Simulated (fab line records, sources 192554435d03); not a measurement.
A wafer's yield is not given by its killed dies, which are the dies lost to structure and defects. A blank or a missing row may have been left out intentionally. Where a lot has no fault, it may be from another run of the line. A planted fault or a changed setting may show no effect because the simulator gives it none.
One fault through the eyes of 2 desks :: flow n5_finfet :: what lay behind the numbers comes last; until then each desk has only its own

## THE TOOL OWNER'S DESK: litho_track-05
The tool's own readings at N5_BEOL_M11_COAT_05 (resist thk 90 nm): means of the sampled wafers that have a number, for each lot that ran on this tool. If a lot's mean is further than 4 standard deviations from the usual mean, the lot is out of limits and carries the mark OUT (the distance appears in the brackets).
Columns: A = exhaust_pa at N5_BEOL_M11_COAT_05, usual 45.0 Pa; B = spin_speed_rpm at N5_BEOL_M11_COAT_05, usual 1500.0 rpm
lot: L122
first seen here: day 13 11:31
A: 44.5
B: 1500.1

lot: L121
first seen here: day 13 14:43
A: 44.8
B: 1500.5

lot: L124
first seen here: day 14 09:16
A: 44.9
B: 1964.5 (+99 or more) OUT

lot: L125
first seen here: day 14 17:49
A: 44.9
B: 1963.8 (+99 or more) OUT
This desk finds L124, L125 out of limits, L124 being first, at day 14 09:16 (spin_speed_rpm at N5_BEOL_M11_COAT_05). In limits: L122, L121.

## AT THE METROLOGY DESK
What the gauges read for every lot (on any tool): the sampled wafers with a number, averaged. If a lot's mean is further than 4 standard deviations from the usual mean, the lot is out of limits and carries the mark OUT (the distance appears in the brackets).
Columns: A = M10_RS at N5_BEOL_M10_RS_MEAS_57, usual 0.152 ohm/sq
lot: L118
first seen here: day 11 10:07
A: 0.147

lot: L122
first seen here: day 13 09:55
A: 0.155

lot: L121
first seen here: day 13 12:37
A: 0.151

lot: L124
first seen here: day 14 08:05
A: 0.154

lot: L125
first seen here: day 14 15:51
A: 0.148

lot: L127
first seen here: day 15 09:04
A: 0.155

lot: L131
first seen here: day 16 00:19
A: 0.152

lot: L133
first seen here: day 16 07:29
A: 0.156

lot: L120
first seen here: day 16 08:02
A: 0.150

lot: L134
first seen here: day 16 17:30
A: 0.157

lot: L137
first seen here: day 17 20:53
A: 0.151

lot: L141
first seen here: day 18 01:47
A: 0.149
This desk found nothing out of limits on any of the 12 lots.

## ALL TOGETHER
At day 14 09:16, on L124, L125, the tool owner's desk was in a position to raise an alarm.
Metrology desk: nothing out of limits seen.
The metrology desk holds a record of L124, L125, inside its limits.
N5_BEOL_M11_COAT_05 was run on litho_track-05 by each of the lots named.

## WHAT THE SIMULATOR PUT IN
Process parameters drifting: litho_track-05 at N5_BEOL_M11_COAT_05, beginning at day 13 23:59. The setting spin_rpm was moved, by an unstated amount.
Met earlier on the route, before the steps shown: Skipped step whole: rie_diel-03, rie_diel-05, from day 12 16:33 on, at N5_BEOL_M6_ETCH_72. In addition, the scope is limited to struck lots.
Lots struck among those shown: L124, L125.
Hours from the fault's start to each desk's first reading out of limits: the tool owner's desk, 9.
